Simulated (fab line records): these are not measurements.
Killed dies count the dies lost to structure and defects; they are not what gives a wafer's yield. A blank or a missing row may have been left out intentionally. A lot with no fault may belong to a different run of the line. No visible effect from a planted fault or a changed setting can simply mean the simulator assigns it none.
fab line records | flow nand-harc
record lots=6 | wafers=18 | last-day=32
route steps=1302 shown THIN_TSV@1287 END@1302
lots that met no fault: from a run of the same line without faults
start-h: hours from the record's first day to the start of the lot's first wafer shown | wait-h: hours from the lot's prior step to this one | " repeats the value in the row above | L1.1+2: a row that stands for several wafers | - no value, or no start given | * or withheld: withheld | < > ~ a bound
route shown NAME@n: NAME is a module with steps in the file, n the number in the route of the first one | usual: average and standard deviation across the fault-free wafers | same: alike in all rows | chamber/n: place in a boat | sites: readings site by site | _std_site: standard deviation across them | _edge_site: outer sites' mean less inner sites' | radius-mm: for every site, how far away it sits from the centre of the wafer | mask NAME#n: copy n | behind: tool/chamber where the wafer was last shaped | hold: what put the lot on hold/how long, in hours/how the hold closed | device: the n, p or np transistor that did not switch | end of line: at the end of the route, the tests of the same wafers | a step with no rows: only its recipe | killed: dies that structure and defects cost at the first sort, which is not the same as the wafer's yield | map: shows each die of a wafer: x if killed, . if not, _ if none is there
set.NAME: the setting that was run; set.NAME@STEP: the one run at that earlier step | model.NAME: the simulator's own value behind a step, which no gauge read
lots at selected steps of the route; one table per step, one row per wafer
services: the hour from which a tool's chamber was out of use, counted from the record's first day as start-h (under 0 if before that day), plus the number of hours and why
## steps
# step NHARC_THIN_TSV_EBR_29
# step NHARC_THIN_TSV_EXPOSE_30
# recipe na=0.55 | dose-mj=11.47 | mask-id=PAD
# step NHARC_THIN_TSV_PEB_31
# recipe peb-temp-c=118 | peb-time-s=85
# step NHARC_THIN_TSV_DEVELOP_32
# recipe time-s=70
# step NHARC_THIN_TSV_CD_MEAS_33
# recipe target-cd-nm=5000 | landing-energy-ev=500
# usual cd-nm=4999.1/1.6
lot.wafer | tool      | chamber | start-h | wait-h | cd-nm
L430.1    | cd-sem-01 | 0       | 567.85  | -      | 4999.0
L430.5    | "         | 0       | "       | "      | 4999.5
L430.6    | "         | 0       | "       | "      | 4997.7
L432.1    | cd-sem-02 | 0       | 571.64  | -      | 5000.8
L432.3    | "         | 0       | "       | "      | 4999.9
L432.5    | "         | 0       | "       | "      | 5000.1
L437.2    | cd-sem-02 | 0       | 644.63  | -      | 5001.9
L437.4    | "         | 0       | "       | "      | 4998.3
L437.6    | "         | 0       | "       | "      | 5000.0
L439.1    | cd-sem-02 | 0       | 645.96  | -      | 5000.2
L439.2    | "         | 0       | "       | "      | 4999.8
L439.4    | "         | 0       | "       | "      | 4997.1
L441.1    | cd-sem-01 | 0       | 680.93  | -      | 4998.6
L441.4    | "         | 0       | "       | "      | 4995.9
L441.5    | "         | 0       | "       | "      | 4997.4
L449.2    | cd-sem-02 | 0       | 752.60  | -      | 5000.3
L449.4    | "         | 0       | "       | "      | 4998.7
L449.5    | "         | 0       | "       | "      | 4998.2
# step NHARC_THIN_TSV_HARDBAKE_34
# recipe temp-c=125 | time-s=80
# step NHARC_THIN_TSV_DESCUM_35
# recipe time-s=3 | o2-flow-sccm=200 | ar-flow-sccm=0 | bias-power-w=0 | chemistry=O2
# usual drypump-motor-current-A=5.7/0.43 | oes-product-au=0.996/0.01 | rf-vpp-V=57.7/0.92 | showerhead-plenum-p-Torr=1.91/0.086 | throttle-valve-pct=11.313/0.01
lot.wafer | tool        | chamber | start-h | wait-h | drypump-motor-current-A | oes-product-au | rf-hours-counter-h | rf-vpp-V | showerhead-plenum-p-Torr | throttle-valve-pct
L430.1    | rie-diel-01 | 0       | 568.05  | -      | 5.5                     | 1.008          | 0                  | 57.8     | 1.81                     | 11.323
L430.6    | "           | 1       | "       | "      | 6.5                     | 1.004          | -                  | 57.1     | 1.96                     | 11.313
L430.5    | "           | 2       | "       | "      | 5.4                     | 0.993          | -                  | 58.2     | 1.90                     | 11.295
L432.1    | rie-diel-01 | 3       | 571.82  | -      | 6.4                     | 0.998          | 0                  | 58.6     | 1.99                     | 11.334
L432.3    | "           | 0       | "       | "      | 5.5                     | 1.013          | 0                  | 58.1     | 1.81                     | 11.300
L432.5    | "           | 1       | "       | "      | 6.5                     | 0.990          | -                  | 58.9     | 1.96                     | 11.303
L437.4    | rie-diel-01 | 2       | 644.80  | -      | 5.4                     | 0.991          | 4                  | 57.0     | 1.89                     | 11.305
L437.2    | "           | 3       | "       | "      | 6.4                     | 0.982          | 3                  | 58.5     | 1.99                     | 11.309
L437.6    | "           | 1       | "       | "      | 6.5                     | 1.001          | -                  | 57.8     | 1.96                     | 11.321
L439.2    | rie-diel-06 | 0       | 646.12  | -      | 6.0                     | 0.988          | 10                 | 58.6     | 2.05                     | 11.300
L439.1    | "           | 1       | "       | "      | 4.9                     | 0.995          | 9                  | 57.5     | 1.82                     | 11.302
L439.4    | "           | 3       | "       | "      | 5.8                     | 0.982          | 10                 | 57.3     | 2.06                     | 11.305
L441.4    | rie-diel-06 | 1       | 681.09  | -      | 4.9                     | 0.982          | 1                  | 58.0     | 1.82                     | 11.312
L441.1    | "           | 2       | "       | "      | 5.7                     | 0.982          | 0                  | 58.5     | 1.93                     | 11.323
L441.5    | "           | 1       | "       | "      | 4.9                     | 0.986          | -                  | 56.3     | 1.82                     | 11.291
L449.4    | rie-diel-01 | 1       | 752.79  | -      | 6.5                     | 0.995          | 1                  | 57.7     | 1.96                     | 11.299
L449.2    | "           | 2       | "       | "      | 5.3                     | 1.007          | 1                  | 58.0     | 1.89                     | 11.316
L449.5    | "           | 0       | "       | "      | 5.5                     | 0.985          | -                  | 57.9     | 1.80                     | 11.318
# step NHARC_THIN_TSV_ETCH_59
# recipe target-depth-a=8800 | icp-w=900 | bias-w=100 | Cl2_flow_sccm=60 | bcl3-flow-sccm=30 | time-s=138.1 | chemistry=Cl2/BCl3
# usual drypump-motor-current-A=5.5/0.33 | he-backside-leak-sccm=3.17/0.29 | oes-product-au=1.001/0.01 | throttle-valve-pct=22.264/0.0096
lot.wafer | tool         | chamber | start-h | wait-h | drypump-motor-current-A | he-backside-leak-sccm | oes-product-au | rf-hours-counter-h | throttle-valve-pct
L430.1    | rie-metal-02 | 0       | 568.14  | 0.1    | 6.0                     | 3.07                  | 1.004          | 2.1                | 22.272
L430.6    | "            | 0       | "       | "      | 6.0                     | 3.03                  | 1.000          | -                  | 22.252
L430.5    | "            | 1       | "       | "      | 5.5                     | 3.01                  | 0.989          | -                  | 22.260
L432.1    | rie-metal-03 | 1       | 571.93  | 0.1    | 5.8                     | 3.35                  | 1.010          | 0.6                | 22.259
L432.3    | "            | 1       | "       | "      | 5.8                     | 3.32                  | 1.009          | -                  | 22.253
L432.5    | "            | 0       | "       | "      | 5.4                     | 2.95                  | 0.991          | -                  | 22.256
L437.2    | rie-metal-02 | 0       | 644.91  | 0.1    | 6.1                     | 3.06                  | 0.987          | 0.0                | 22.276
L437.4    | "            | 1       | "       | "      | 5.5                     | 2.98                  | 0.995          | -                  | 22.260
L437.6    | "            | 0       | "       | "      | 6.0                     | 3.00                  | 0.995          | -                  | 22.261
L439.2    | rie-metal-03 | 0       | 646.25  | 0.1    | 5.4                     | 3.20                  | 0.993          | 1.8                | 22.247
L439.1    | "            | 1       | "       | "      | 5.8                     | 3.53                  | 1.008          | 1.8                | 22.270
L439.4    | "            | 1       | "       | "      | 5.8                     | 3.42                  | 1.009          | -                  | 22.254
L441.1    | rie-metal-02 | 0       | 681.22  | 0.1    | 6.0                     | 2.98                  | 0.987          | 0.9                | 22.271
L441.4    | "            | 1       | "       | "      | 5.5                     | 3.12                  | 0.995          | -                  | 22.264
L441.5    | "            | 0       | "       | "      | 6.0                     | 3.03                  | 0.985          | -                  | 22.278
L449.2    | rie-metal-02 | 1       | 752.89  | 0.1    | 5.5                     | 2.94                  | 1.002          | 2.4                | 22.281
L449.4    | "            | 0       | "       | "      | 6.0                     | 2.97                  | 0.994          | -                  | 22.271
L449.5    | "            | 0       | "       | "      | 6.1                     | 2.76                  | 0.989          | -                  | 22.278
# step NHARC_THIN_TSV_ETCH_36
# recipe target-depth-a=650 | over-etch-frac=0.3 | time-s=18.571 | ion-energy-ev=150 | chemistry=Cl2/BCl3
# usual drypump-motor-current-A=5.5/0.33 | he-backside-leak-sccm=3.16/0.19 | oes-product-au=0.999/0.0098
lot.wafer | tool         | chamber | start-h | wait-h | drypump-motor-current-A | he-backside-leak-sccm | oes-product-au | rf-hours-counter-h
L430.1    | rie-metal-02 | 1       | 568.39  | 0.2    | 5.5                     | 3.08                  | 0.998          | 2.3
L430.5    | "            | 1       | "       | "      | 5.5                     | 3.07                  | 0.991          | -
L430.6    | "            | 0       | "       | "      | 6.0                     | 3.03                  | 1.002          | -
L432.1    | rie-metal-03 | 1       | 572.18  | 0.2    | 5.8                     | 3.20                  | 1.001          | 0.8
L432.3    | "            | 0       | "       | "      | 5.4                     | 2.95                  | 0.983          | -
L432.5    | "            | 1       | "       | "      | 5.8                     | 3.02                  | 1.002          | -
L437.2    | rie-metal-02 | 0       | 645.25  | 0.3    | 6.0                     | 3.30                  | 0.986          | 0.2
L437.4    | "            | 0       | "       | "      | 6.0                     | 3.10                  | 0.995          | -
L437.6    | "            | 0       | "       | "      | 6.0                     | 3.08                  | 0.986          | -
L439.1    | rie-metal-03 | 1       | 646.51  | 0.2    | 5.8                     | 3.55                  | 1.007          | 2.0
L439.2    | "            | 0       | "       | "      | 5.4                     | 3.04                  | 1.001          | 2.0
L439.4    | "            | 0       | "       | "      | 5.4                     | 3.02                  | 1.006          | -
L441.1    | rie-metal-02 | 1       | 681.49  | 0.2    | 5.5                     | 3.13                  | 1.000          | 1.1
L441.4    | "            | 0       | "       | "      | 6.1                     | 3.09                  | 0.996          | -
L441.5    | "            | 0       | "       | "      | 6.0                     | 3.13                  | 1.003          | -
L449.2    | rie-metal-02 | 0       | 753.15  | 0.2    | 6.0                     | 2.95                  | 0.983          | 2.5
L449.4    | "            | 1       | "       | "      | 5.5                     | 3.21                  | 0.990          | -
L449.5    | "            | 1       | "       | "      | 5.5                     | 3.14                  | 1.000          | -
# step NHARC_THIN_TSV_STRIP_56
# recipe power-w=1500 | temp-c=250 | chemistry=O2
# usual drypump-motor-current-A=5.6/0.56 | heater-power-w=313/27
lot.wafer | tool            | chamber | start-h | wait-h | drypump-motor-current-A | heater-power-w | rf-hours-counter-h
L430.1    | plasma-asher-01 | 0       | 568.50  | 0.1    | 4.8                     | 323            | 8
L430.5    | "               | 0       | "       | "      | 4.8                     | 322            | -
L430.6    | "               | 1       | "       | "      | 5.8                     | 335            | -
L432.1    | plasma-asher-01 | 1       | 572.28  | 0.1    | 5.9                     | 332            | 8
L432.3    | "               | 1       | "       | "      | 5.9                     | 337            | -
L432.5    | "               | 0       | "       | "      | 4.8                     | 327            | -
L437.2    | plasma-asher-01 | 0       | 645.36  | 0.1    | 4.8                     | 324            | 22
L437.4    | "               | 1       | "       | "      | 5.9                     | 328            | -
L437.6    | "               | 0       | "       | "      | 4.8                     | 319            | -
L439.1    | plasma-asher-01 | 1       | 646.61  | 0.1    | 5.8                     | 336            | 23
L439.2    | "               | 0       | "       | "      | 4.8                     | 325            | 23
L439.4    | "               | 0       | "       | "      | 4.8                     | 328            | -
L441.1    | plasma-asher-02 | 1       | 681.62  | 0.1    | 6.1                     | 309            | 15
L441.4    | "               | 0       | "       | "      | 5.9                     | 262            | -
L441.5    | "               | 1       | "       | "      | 6.1                     | 320            | -
L449.2    | plasma-asher-02 | 1       | 753.25  | 0.1    | 6.2                     | 312            | 32
L449.4    | "               | 1       | "       | "      | 6.1                     | 313            | -
L449.5    | "               | 0       | "       | "      | 5.9                     | 259            | -
# step NHARC_THIN_TSV_STRIP_57
# recipe time-s=1200 | temp-c=72.5 | chemistry=post-etch-residue-remover
# step NHARC_THIN_TSV_CD_MEAS_37
# usual cd-nm=4998.0/2.8
lot.wafer | tool      | chamber | start-h | wait-h | cd-nm
L430.1    | cd-sem-02 | -       | 569.30  | -      | 4997.3
L430.5    | "         | -       | "       | "      | 4997.6
L430.6    | "         | -       | "       | "      | 4996.1
L432.1    | cd-sem-01 | -       | 573.07  | -      | 5000.0
L432.3    | "         | -       | "       | "      | 4999.0
L432.5    | "         | -       | "       | "      | 5000.2
L437.2    | cd-sem-01 | -       | 646.15  | -      | 5003.4
L437.4    | "         | -       | "       | "      | 4995.0
L437.6    | "         | -       | "       | "      | 5000.2
L439.1    | cd-sem-02 | -       | 647.39  | -      | 5001.0
L439.2    | "         | -       | "       | "      | 5000.3
L439.4    | "         | -       | "       | "      | 4998.7
L441.1    | cd-sem-03 | -       | 682.37  | -      | 4997.8
L441.4    | "         | -       | "       | "      | 4996.4
L441.5    | "         | -       | "       | "      | 4998.9
L449.2    | cd-sem-01 | -       | 754.04  | -      | 4996.1
L449.4    | "         | -       | "       | "      | 4997.8
L449.5    | "         | -       | "       | "      | 4992.9
# step NHARC_THIN_TSV_ANNEAL_58
# recipe temp-c=400 | time-s=1800
# usual spike-tc-bottom-C=425.3/2.3 | spike-tc-centre-C=401.1/1.1 | spike-tc-lower-C=400.2/1.1 | spike-tc-top-C=430/4.1 | spike-tc-upper-C=399.7/1.5 | zone-power-top-pct=9.9/1.7 | zone-power-upper-pct=3.76/0.099
lot.wafer | tool       | chamber | start-h | wait-h | spike-tc-bottom-C | spike-tc-centre-C | spike-tc-lower-C | spike-tc-top-C | spike-tc-upper-C | zone-power-top-pct | zone-power-upper-pct
L430.1    | furnace-06 | 0       | 571.14  | 1.8    | 426.5             | 400.9             | 399.1            | 426            | 397.4            | 9.0                | 3.68
L430.5    | "          | 0       | "       | "      | 427.7             | 400.0             | 399.6            | 426            | 399.0            | 9.0                | 3.74
L430.6    | "          | 0       | "       | "      | 428.3             | 400.5             | 400.4            | 428            | 397.3            | 9.0                | 3.70
L432.1    | furnace-04 | 0       | 578.24  | 5.2    | 425.3             | 401.2             | 400.1            | 428            | 399.8            | 12.8               | 3.68
L432.3    | "          | 0       | "       | "      | 426.5             | 400.5             | 400.1            | 428            | 400.6            | 12.9               | 3.59
L432.5    | "          | 0       | "       | "      | 425.9             | 400.4             | 401.8            | 427            | 401.6            | 12.8               | 3.58
L437.2    | furnace-06 | 0       | 650.10  | 3.9    | 451.0             | 424.9             | 425.8            | 450            | 420.7            | 9.7                | 4.13
L437.4    | "          | 0       | "       | "      | 450.6             | 424.6             | 425.3            | 450            | 420.7            | 9.6                | 4.17
L437.6    | "          | 0       | "       | "      | 453.0             | 425.1             | 424.9            | 450            | 421.6            | 9.8                | 4.03
L439.1    | furnace-06 | 0       | 650.10  | 2.7    | 451.4             | 423.9             | 424.6            | 449            | 422.7            | 9.8                | 3.99
L439.2    | "          | 0       | "       | "      | 450.8             | 424.7             | 424.5            | 449            | 422.5            | 9.7                | 4.06
L439.4    | "          | 0       | "       | "      | 449.6             | 425.6             | 425.1            | 450            | 422.0            | 9.7                | 4.02
L441.1    | furnace-04 | 0       | 685.57  | 3.2    | 426.9             | 398.8             | 400.6            | 427            | 402.6            | 12.6               | 3.63
L441.4    | "          | 0       | "       | "      | 426.6             | 399.7             | 402.1            | 426            | 399.7            | 12.7               | 3.60
L441.5    | "          | 0       | "       | "      | 425.0             | 401.1             | 401.1            | 427            | 401.3            | 12.7               | 3.56
L449.2    | furnace-04 | 0       | 757.25  | 3.2    | 427.2             | 400.9             | 399.8            | 427            | 400.7            | 12.7               | 3.66
L449.4    | "          | 0       | "       | "      | 429.1             | 400.1             | 401.3            | 427            | 401.5            | 13.0               | 3.65
L449.5    | "          | 0       | "       | "      | 425.8             | 400.7             | 400.1            | 428            | 400.7            | 12.7               | 3.61
# step NHARC_THIN_TSV_INSPECT_40
# usual raw-defect-count=566/100
lot.wafer | tool              | chamber | start-h | wait-h | raw-defect-count
L430.1    | defect-inspect-02 | -       | 572.60  | 0.4    | 398
L430.5    | "                 | -       | "       | "      | 407
L430.6    | "                 | -       | "       | "      | 462
L432.1    | defect-inspect-01 | -       | 579.66  | 0.4    | 596
L432.3    | "                 | -       | "       | "      | 826
L432.5    | "                 | -       | "       | "      | 582
L439.1    | defect-inspect-01 | -       | 651.54  | 0.4    | 544
L439.2    | "                 | -       | "       | "      | 564
L439.4    | "                 | -       | "       | "      | 598
L437.2    | defect-inspect-02 | -       | 651.54  | 0.4    | 562
L437.4    | "                 | -       | "       | "      | 615
L437.6    | "                 | -       | "       | "      | 712
L441.1    | defect-inspect-02 | -       | 687.03  | 0.4    | 582
L441.4    | "                 | -       | "       | "      | 530
L441.5    | "                 | -       | "       | "      | 523
L449.2    | defect-inspect-01 | -       | 758.69  | 0.4    | 516
L449.4    | "                 | -       | "       | "      | 400
L449.5    | "                 | -       | "       | "      | 482
# step NHARC_END_SORT_01
# recipe temp-c=25
# usual defect-limited-yield=91.1/2.9 | killed-at-array=55/20 | killed-at-other=0.7/0.96 | killed-at-periphery=4.1/2.4 | killed-dies=60/20 | killed-open=3.3/1.9 | killed-short=2.8/1.6
# same gross-dies=677
lot.wafer | tool      | chamber | start-h | wait-h | defect-limited-yield[%] | killed-at-array | killed-at-other | killed-at-periphery | killed-dies | killed-open | killed-short
L432.1    | prober-01 | 0       | 583.53  | 2.5    | 91.9                    | 50              | 1               | 4                   | 55          | 1           | 2
L432.3    | prober-01 | 0       | 585.14  | 3.1    | 92.2                    | 49              | 1               | 3                   | 53          | 2           | 2
L432.5    | prober-01 | 0       | 586.74  | 3.7    | 92.6                    | 45              | 0               | 5                   | 50          | 4           | 2
L439.1    | prober-02 | 0       | 654.58  | 2.5    | 92.9                    | 43              | 0               | 5                   | 48          | 0           | 2
L439.2    | prober-02 | 0       | 655.39  | 2.8    | 91.3                    | 49              | 1               | 9                   | 59          | 6           | 3
L439.4    | prober-02 | 0       | 657.01  | 3.4    | 91.9                    | 45              | 0               | 10                  | 55          | 5           | 1
L437.2    | prober-01 | 0       | 655.35  | 2.8    | 85.7                    | 92              | 2               | 3                   | 97          | 3           | 5
L437.4    | prober-01 | 0       | 656.93  | 3.4    | 87.6                    | 79              | 1               | 4                   | 84          | 1           | 2
L437.6    | prober-01 | 0       | 658.51  | 4.0    | 87.3                    | 80              | 3               | 3                   | 86          | 1           | 2
L449.2    | prober-01 | 0       | 762.57  | 2.8    | 93.8                    | 41              | 0               | 1                   | 42          | 2           | 4
L449.4    | prober-01 | 0       | 764.17  | 3.4    | 94.2                    | 37              | 1               | 1                   | 39          | 2           | 4
L449.5    | prober-01 | 0       | 764.97  | 3.7    | 95.4                    | 30              | 0               | 1                   | 31          | 2           | 1
# killed by level:class
L432.1 A_CHANNEL_HOLE_D2:chamber-film-flake=40 A_CHANNEL_FILL_D2:chamber-film-flake=4 A_CONTACT:chamber-film-flake=2 P_GATE:geometric-particle:open=1 P_M1:geometric-particle:short=1 A_DECK1_JOINT:geometric-particle:short=1 P_STI:chamber-film-flake=1 P_GATE:chamber-film-flake=1
L432.3 A_CHANNEL_HOLE_D2:chamber-film-flake=37 P_GATE:chamber-film-flake=2 A_CHANNEL_HOLE_D1:chamber-film-flake=2 A_CHANNEL_FILL_D1:chamber-film-flake=2 A_CONTACT:chamber-film-flake=2 A_ONON_D2:geometric-particle:short=1 A_WL_FILL:geometric-particle:open=1 A_BLC:geometric-particle:short=1
L432.5 A_CHANNEL_HOLE_D2:chamber-film-flake=30 A_CHANNEL_HOLE_D1:chamber-film-flake=4 A_WL_FILL:chamber-film-flake=3 A_CONTACT:chamber-film-flake=3 P_M0:geometric-particle:open=2 A_CHANNEL_FILL_D2:chamber-film-flake=2 P_GATE:geometric-particle:open=1 P_CONTACT:geometric-particle:short=1
L439.1 A_SLIT:chamber-film-flake=26 P_M2:chamber-film-flake=4 A_DECK1_JOINT:chamber-film-flake=4 A_CONTACT:chamber-film-flake=4 A_CHANNEL_HOLE_D1:chamber-film-flake=3 A_DECK1_JOINT:geometric-particle:short=1 A_SGD_CUT:geometric-particle:short=1 P_STI:chamber-film-flake=1
L437.2 A_CHANNEL_HOLE_D1:chamber-film-flake=32 A_SLIT:chamber-film-flake=24 A_CHANNEL_HOLE_D2:chamber-film-flake=13 A_STAIRCASE:chamber-film-flake=6 A_CHANNEL_FILL_D2:chamber-film-flake=3 A_DECK1_JOINT:chamber-film-flake=3 A_CHANNEL_FILL_D2:geometric-particle:short=2 A_WL_FILL:geometric-particle:short=2
L439.2 A_SLIT:chamber-film-flake=24 A_CHANNEL_HOLE_D1:chamber-film-flake=8 A_CONTACT:chamber-film-flake=7 P_M2:chamber-film-flake=4 P_CONTACT:geometric-particle:open=2 P_BONDPAD:chamber-film-flake=2 A_SOURCE_PLATE:geometric-particle:open=1 A_ONON_D1:geometric-particle:open=1
L437.4 A_CHANNEL_HOLE_D1:chamber-film-flake=31 A_SLIT:chamber-film-flake=25 A_CHANNEL_HOLE_D2:chamber-film-flake=11 A_STAIRCASE:chamber-film-flake=4 A_WL_FILL:chamber-film-flake=2 A_CONTACT:chamber-film-flake=2 A_DECK1_JOINT:geometric-particle:short=1 A_WL_FILL:geometric-particle:short=1
L439.4 A_SLIT:chamber-film-flake=31 P_M2:chamber-film-flake=5 A_CONTACT:chamber-film-flake=4 A_CHANNEL_HOLE_D1:chamber-film-flake=3 P_BONDPAD:chamber-film-flake=2 A_DECK1_JOINT:chamber-film-flake=2 P_GATE:geometric-particle:open=1 P_CONTACT:geometric-particle:open=1
L437.6 A_CHANNEL_HOLE_D1:chamber-film-flake=32 A_SLIT:chamber-film-flake=28 A_CHANNEL_HOLE_D2:chamber-film-flake=6 A_STAIRCASE:chamber-film-flake=4 A_WL_FILL:chamber-film-flake=3 THIN_TSV:chamber-film-flake=3 A_CHANNEL_FILL_D2:chamber-film-flake=2 A_CHANNEL_FILL_D1:geometric-particle:short=1
L449.2 A_CHANNEL_HOLE_D1:chamber-film-flake=13 A_SLIT:chamber-film-flake=10 A_CONTACT:chamber-film-flake=5 A_CHANNEL_FILL_D1:chamber-film-flake=4 A_WL_FILL:geometric-particle:short=2 A_ZERO_WELL:chamber-film-flake=2 A_SOURCE_PLATE:geometric-particle:open=1 A_ONON_D2:geometric-particle:short=1
L449.4 A_CHANNEL_HOLE_D1:chamber-film-flake=14 A_SLIT:chamber-film-flake=7 A_CONTACT:chamber-film-flake=5 A_CHANNEL_FILL_D1:chamber-film-flake=2 P_M0:geometric-particle:short=1 A_CHANNEL_HOLE_D1:geometric-particle:open=1 A_CHANNEL_FILL_D1:geometric-particle:short=1 A_STAIRCASE:geometric-particle:short=1
L449.5 A_CHANNEL_HOLE_D1:chamber-film-flake=11 A_SLIT:chamber-film-flake=6 A_WL_FILL:chamber-film-flake=4 A_CONTACT:chamber-film-flake=4 A_CHANNEL_HOLE_D1:geometric-particle:open=1 A_WL_FILL:geometric-particle:short=1 A_M1:geometric-particle:open=1 P_M0:chamber-film-flake=1
## services
tool            | chamber | start-h | hours | kind
rie-diel-01     | -       | 549.16  | 0.6   | repair
rie-diel-01     | 2       | 554.53  | 4.5   | repair
rie-diel-01     | -       | 557.77  | 1.1   | repair
rie-diel-01     | -       | 558.91  | 9.0   | pm
plasma-asher-02 | -       | 605.32  | 9.0   | pm
rie-diel-06     | 1       | 609.44  | 2.8   | repair
rie-metal-03    | -       | 621.51  | 0.9   | repair
rie-metal-02    | -       | 631.00  | 9.0   | pm
rie-metal-02    | 0       | 631.00  | 9.0   | vent-cycle
rie-diel-06     | 3       | 634.62  | 7.7   | repair
rie-diel-06     | 2       | 636.69  | 6.9   | repair
furnace-06      | -       | 656.22  | 26.0  | pm
rie-diel-06     | 3       | 658.72  | 21.6  | repair
rie-diel-06     | -       | 661.23  | 9.0   | pm
rie-metal-02    | 0       | 676.33  | 1.6   | repair
rie-diel-01     | 1       | 676.37  | 4.0   | repair
plasma-asher-01 | -       | 696.00  | 9.0   | pm
rie-metal-03    | -       | 696.00  | 9.0   | pm
furnace-04      | -       | 698.02  | 1.5   | repair
plasma-asher-01 | -       | 718.90  | 10.2  | repair
rie-metal-03    | 1       | 733.43  | 8.4   | repair
rie-diel-01     | -       | 735.91  | 9.0   | pm
plasma-asher-01 | -       | 738.22  | 0.8   | repair
plasma-asher-02 | -       | 738.28  | 1.5   | repair
## key
first-sign step=NHARC_THIN_TSV_ANNEAL_58 | reading=spike-tc-lower-C | direction=up | sigmas=22 | usual=400.2 | struck=425.0
effect step=NHARC_THIN_TSV_ANNEAL_58 | reading=spike-tc-centre-C | direction=up | sigmas=21 | usual=401.1 | struck=424.8
met-at NHARC_THIN_TSV_ANNEAL_58
struck-wafers L437.2,L437.4,L437.6,L439.1,L439.2,L439.4
onset-between 571.14 650.10
fault kind=process-parameter-drift | tool=furnace-06 | chamber=- | onset-h=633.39 | steps=NHARC_THIN_TSV_ANNEAL_58 | channel=temp-c | offset=* | shape=step | acts-in=* | stated=*
